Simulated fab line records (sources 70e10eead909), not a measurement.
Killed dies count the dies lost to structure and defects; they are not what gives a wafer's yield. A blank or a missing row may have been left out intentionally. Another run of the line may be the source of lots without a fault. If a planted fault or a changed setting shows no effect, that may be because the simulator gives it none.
Matching of chambers || flow nand-harc || ald-metal-04 running NHARC_A_WL_FILL_ALD_02: 4 sister chambers
The step deposits TiN, target thk 2 nm, pulse time 3 s, ald cycles 100. 16 wafers are shown with their chamber, then 8 later ones without.

## WAFERS WITH THEIR CHAMBER
{"wafer": "L077.1", "chamber": 3, "heater-power-w (W)": 1066, "precursor-pulse-height-rel": 0.984}
{"wafer": "L077.2", "chamber": 1, "heater-power-w (W)": 1160, "precursor-pulse-height-rel": 0.980}
{"wafer": "L077.3", "chamber": 2, "heater-power-w (W)": 1180, "precursor-pulse-height-rel": 1.020}
{"wafer": "L078.2", "chamber": 0, "heater-power-w (W)": 826, "precursor-pulse-height-rel": 1.020}
{"wafer": "L078.4", "chamber": 2, "heater-power-w (W)": 1160, "precursor-pulse-height-rel": 0.976}
{"wafer": "L078.6", "chamber": 1, "heater-power-w (W)": 1159, "precursor-pulse-height-rel": 1.032}
{"wafer": "L082.1", "chamber": 2, "heater-power-w (W)": 1159, "precursor-pulse-height-rel": 0.992}
{"wafer": "L082.2", "chamber": 1, "heater-power-w (W)": 1139, "precursor-pulse-height-rel": 0.985}
{"wafer": "L082.3", "chamber": 0, "heater-power-w (W)": 818, "precursor-pulse-height-rel": 0.977}
{"wafer": "L083.4", "chamber": 2, "heater-power-w (W)": 1167, "precursor-pulse-height-rel": 0.998}
{"wafer": "L083.5", "chamber": 2, "heater-power-w (W)": 1137, "precursor-pulse-height-rel": 1.012}
{"wafer": "L083.6", "chamber": 1, "heater-power-w (W)": 1173, "precursor-pulse-height-rel": 0.977}
{"wafer": "L090.3", "chamber": 3, "heater-power-w (W)": 1096, "precursor-pulse-height-rel": 1.027}
{"wafer": "L090.4", "chamber": 0, "heater-power-w (W)": 867, "precursor-pulse-height-rel": 1.019}
{"wafer": "L090.5", "chamber": 1, "heater-power-w (W)": 1142, "precursor-pulse-height-rel": 1.017}
{"wafer": "L092.2", "chamber": 0, "heater-power-w (W)": 840, "precursor-pulse-height-rel": 0.995}

SIGNATURES, as means of the wafers listed above
{"reading": "heater-power-w", "chamber 0": 837.75, "chamber 1": 1154.60, "chamber 2": 1160.60, "chamber 3": 1081.00, "scatter within a chamber": 17.3}
{"reading": "precursor-pulse-height-rel", "chamber 0": 1.00275, "chamber 1": 0.99820, "chamber 2": 0.99960, "chamber 3": 1.00550, "scatter within a chamber": 0.0221}
Rule: distance of a wafer from a chamber = root of the sum over the readings of ((wafer's reading minus chamber's mean) / reading's scatter) squared. If the next closest chamber is less than 2 further off than the closest, the wafer can't be placed; otherwise it belongs to the closest. The scatter is the square root of a quotient: the sum, over the shown wafers, of each reading's squared deviation from its chamber's mean, divided by wafers minus chambers.

## WAFERS WITH NO CHAMBER GIVEN
{"wafer": "L092.3", "heater-power-w (W)": 1169, "precursor-pulse-height-rel": 1.010}
{"wafer": "L092.4", "heater-power-w (W)": 1163, "precursor-pulse-height-rel": 1.034}
{"wafer": "L092.1", "heater-power-w (W)": 1079, "precursor-pulse-height-rel": 0.979}
{"wafer": "L092.5", "heater-power-w (W)": 1171, "precursor-pulse-height-rel": 1.015}
{"wafer": "L092.6", "heater-power-w (W)": 830, "precursor-pulse-height-rel": 1.021}
{"wafer": "L096.1", "heater-power-w (W)": 834, "precursor-pulse-height-rel": 0.945}
{"wafer": "L096.2", "heater-power-w (W)": 1170, "precursor-pulse-height-rel": 1.006}
{"wafer": "L096.3", "heater-power-w (W)": 1174, "precursor-pulse-height-rel": 0.998}

## EACH ONE'S CHAMBER
{"wafer": "L092.3", "from the rows above": "can't be placed: 2 or 1", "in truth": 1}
{"wafer": "L092.4", "from the rows above": "can't be placed: 2 or 1", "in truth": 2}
{"wafer": "L092.1", "from the rows above": 3, "in truth": 3}
{"wafer": "L092.5", "from the rows above": "can't be placed: 2 or 1", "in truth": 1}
{"wafer": "L092.6", "from the rows above": 0, "in truth": 0}
{"wafer": "L096.1", "from the rows above": 0, "in truth": 0}
{"wafer": "L096.2", "from the rows above": "can't be placed: 2 or 1", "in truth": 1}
{"wafer": "L096.3", "from the rows above": "can't be placed: 2 or 1", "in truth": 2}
3 of 8 placed correctly. Unplaceable from these rows: 5, with the true chamber sitting among the candidates in 5. Wrongly placed: 0.
